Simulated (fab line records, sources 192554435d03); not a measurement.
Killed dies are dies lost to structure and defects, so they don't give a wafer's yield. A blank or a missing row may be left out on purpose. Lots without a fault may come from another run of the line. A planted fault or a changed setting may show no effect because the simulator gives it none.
Which tool did it? | flow n5_finfet | 21 lots, 63 wafers sampled, at 1 step of a route of 1938

WHAT THE GAUGES READ, wafer by wafer
N5_BEOL_M0_SAQP_INSPECT_42: inspects for defects (brightfield).
lot  | measured     | on                | raw_defect_count
L074 | day 5 21:19  | defect_inspect-01 | 201 348 235
L076 | day 6 06:16  | defect_inspect-02 | 260 186 255
L075 | day 6 06:40  | defect_inspect-01 | 215 229 190
L077 | day 6 10:33  | defect_inspect-01 | 372 411 497
L078 | day 6 12:31  | defect_inspect-01 | 341 332 352
L080 | day 7 03:33  | defect_inspect-02 | 318 628 418
L081 | day 7 09:48  | defect_inspect-02 | 312 398 407
L082 | day 7 14:14  | defect_inspect-02 | 296 254 276
L083 | day 7 21:26  | defect_inspect-02 | 375 357 434
L084 | day 8 04:34  | defect_inspect-02 | 241 277 345
L085 | day 8 10:30  | defect_inspect-02 | 362 346 345
L086 | day 9 03:46  | defect_inspect-02 | 244 333 151
L087 | day 9 07:14  | defect_inspect-01 | 173 282 207
L090 | day 9 19:40  | defect_inspect-01 | 358 314 214
L091 | day 9 20:57  | defect_inspect-01 | 235 346 353
L093 | day 10 08:15 | defect_inspect-02 | 221 224 393
L092 | day 10 14:27 | defect_inspect-01 | 227 229 359
L094 | day 10 16:40 | defect_inspect-02 | 265 226 347
L095 | day 11 01:02 | defect_inspect-02 | 212 262 268
L096 | day 11 06:54 | defect_inspect-01 | 245 242 218
L097 | day 11 16:14 | defect_inspect-01 | 260 153 233

WHICH TOOL RAN EACH LOT (tool, then ch and the chambers of the sampled wafers, then the start)
The record holds no process step before these readings.

WHAT THE TOOLS THEMSELVES READ (means of the sampled wafers that have a number; where no wafer has one, the mark that the record gives instead)
The record holds no such reading with a usual standard deviation.

THE ANSWER, worked out from the rows above alone
Rule: what is usual is taken from the lots themselves. Put in order of their means at a reading, lots are off if they are a third of the lots or fewer, leave a main group of 4 or more, and stand apart from it by a gap of 3 or more times the standard deviation of the main group's means; of several such gaps the widest counts. A main group whose means are all the same, to the digits that the tables above print for the reading, isn't used. A lot without any number at a reading at which 4 lots or more have one is off too. The other lots that the step has rows for count as sound. The gauges are gone through in route order, then the tools' own readings, and for those a lot's mean is taken as printed above. The first step at which some lot is off is used, and at that step the reading that is off furthest; a lot without a number counts as furthest.
No lot is off at any reading shown: from this, nothing can be told.

WHAT THE SIMULATOR HAD PUT IN
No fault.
